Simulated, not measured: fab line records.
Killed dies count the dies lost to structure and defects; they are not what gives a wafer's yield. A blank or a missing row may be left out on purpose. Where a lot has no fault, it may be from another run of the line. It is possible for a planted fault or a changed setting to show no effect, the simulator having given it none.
A lot that was struck, set against a sound lot	flow n5_finfet	37 out of 1938 route steps
Sound: these wafers, L717.2, L717.5, L717.6. Struck: wafer L728.3 (left out: L728.4, a lot-mate that was not struck); the cause follows at the end.
For every step that has rows: the tool of each side, followed by ch and its chambers, followed by its first start. Under that, the readings that differ: sound wafers	struck wafers	difference of the means	sigmas: that difference in standard deviations of wafers without a fault.
alike: a reading whose means differ by less than 2 such deviations, as well as words and numbers matching on both sides. not compared: withheld readings; readings where some wafer has no value; bounds like >300 that might hide an equal value; numbers whose values overlap and for which the record gives no deviation.
A row with sigmas, a row that says differs or no value, or rows on one side alone: a step with any of these is where the two part. Non-overlapping numbers with no deviation appear without sigmas and do not part them. Lack of a reading on every wafer of one side parts them only where that side has two or more wafers.

first, 9 steps without rows for these wafers: N5_MOL_CONTACT_COAG_COAT_34 (resist thk 40 nm); N5_MOL_CONTACT_COAG_EBR_36; N5_MOL_CONTACT_COAG_SOFTBAKE_35 (time 60 s); N5_MOL_CONTACT_COAG_EXPOSE_37 (exposes mask VD, defocus 0 nm); N5_MOL_CONTACT_COAG_PEB_38 (peb time 60 s); N5_MOL_CONTACT_COAG_DEVELOP_39 (develop time 30 s); N5_MOL_CONTACT_COAG_DESCUM_45 (chemistry O2, time 7 s); N5_MOL_CONTACT_COAG_ETCH_65 (etches underlayer in N2/H2, target depth 13 nm, time 10.4 s); N5_MOL_CONTACT_COAG_ETCH_66 (etches SiARC in CF4, target depth 13 nm, time 21.7 s).
N5_MOL_CONTACT_COAG_ALD_133: deposits SiO2, target thk 5 nm, pulse time 1 s, co reactant pulse time 1 s.
  sound on ald_sin-02 ch 0,1,3, day 6 22:14; struck on ald_sin-02 ch 2, day 9 14:29
reading	sound	struck	difference	sigmas
ald_cycles	35 35 35	26	-9	
precursor_pulse_height_rel	1.037 1.027 0.999	0.958	-0.063	-3
model.SiO2_of_MOL_CONTACT_COAG_ALD_133.thk_nm (nm)	5 5 5	3.8	-1.2	
  alike: heater_power_w
  not compared: susceptor_temp_C
then, 25 steps without rows for these wafers: N5_MOL_CONTACT_COAG_ETCHBACK_134 (etches SiO2 in CHF3, target depth 10 nm, time 6.7 s); N5_MOL_CONTACT_COAG_ETCH_67 (etches SOC in N2/H2, target depth 60 nm, overetch 21 nm, time 101.2 s); N5_MOL_CONTACT_COAG_STRIP_68 (strips in N2/H2); N5_MOL_CONTACT_COAG_STRIP_69 (strips in N2/H2); N5_MOL_CONTACT_COAG_ETCHBACK_136 (etches SiO2 in CHF3, target depth 25 nm, time 16.7 s); N5_MOL_CONTACT_COAG_STRIP_120 (strips in CHF3); N5_MOL_CONTACT_COAG_VIA_ETCH_117 (etches SiO2 in C4F6/O2, target depth 40 nm, overetch 8 nm, time 26 s); N5_MOL_CONTACT_COAG_ETCH_124 (etches SiNx in CH3F/O2, stops on SiOC, target depth 6.5 nm); N5_MOL_CONTACT_COAG_ETCH_48 (etches SiOC in C4F6/O2, target depth 15 nm, overetch 4.5 nm, time 17 s); N5_MOL_CONTACT_COAG_STRIP_72 (strips in N2/H2); N5_MOL_CONTACT_COAG_STRIP_49 (strips in N2/H2, time 30 s); N5_MOL_CONTACT_COAG_PRECLEAN_138 (cleans in alkaline clean, time 60 s); N5_MOL_CONTACT_COAG_SRD_139 (time 30 s); N5_MOL_CONTACT_COAG_PRE_CLEAN_121; N5_MOL_CONTACT_COAG_CVD_140 (deposits W, target thk 66.5 nm, time 215 s); N5_MOL_CONTACT_COAG_PRECLEAN_127 (cleans in DIW, time 57.5 s); N5_MOL_CONTACT_COAG_SRD_128 (dry time 32 s); N5_MOL_CONTACT_COAG_CMP_52 (polishes, stops on SiO2, t overpolish 1.5 s, target thk 66.5 nm); N5_MOL_CONTACT_COAG_ANNEAL_112 (time 1800 s); N5_BEOL_M0_SAQP_PECVD_00 (deposits SiCN from 3MS/NH3, target thk 8 nm, time 14 s); N5_BEOL_M0_SAQP_ILD_DEP_01 (deposits SiOC from DEMS/O2, target thk 45.419 nm, time 8.7 s); N5_BEOL_M0_SAQP_HM_DEP_02 (deposits TiN, target thk 12 nm); N5_BEOL_M0_SAQP_PECVD_03 (deposits SiCN from 3MS/NH3, target thk 12 nm, time 21.1 s); N5_BEOL_M0_SAQP_PECVD_96 (deposits a-Si from SiH4/He, target thk 45 nm, time 45.2 s); N5_BEOL_M0_SAQP_PECVD_97 (deposits SiNx from SiH4/NH3/N2, target thk 23 nm, time 19.9 s).
-- the record jumps here: 3 days lie between the struck wafers' starts before and after (it left off in module BEOL_M0_SAQP and takes up again in module BEOL_M4, whose first step shown is number 1111 of the route) --
N5_BEOL_M4_RC_MEAS_101:
  sound on prober-01 ch 0, day 10 13:51; struck on prober-01 ch 0, day 12 17:57
  alike: DIBL_N, DIBL_P, IOFF_N, IOFF_P, ION_N, ION_P, SS_N, SS_P, VT_N, VT_P
-- the record jumps here: 5 days lie between the struck wafers' starts before and after (it left off in module BEOL_M4 and takes up again in module PASSIVATION, whose first step shown is number 1936 of the route) --
N5_PASSIVATION_PROBE_49:
  only the struck wafers here have rows in the record (prober-02, day 17 13:50); the sound ones have none

WHERE THEY PART
First at N5_MOL_CONTACT_COAG_ALD_133; last, within this record, at N5_PASSIVATION_PROBE_49.

WHY: what had been put in by the simulator
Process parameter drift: ald_sin-02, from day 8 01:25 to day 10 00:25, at N5_MOL_CONTACT_COAG_ALD_133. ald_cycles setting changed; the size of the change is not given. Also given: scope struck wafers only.
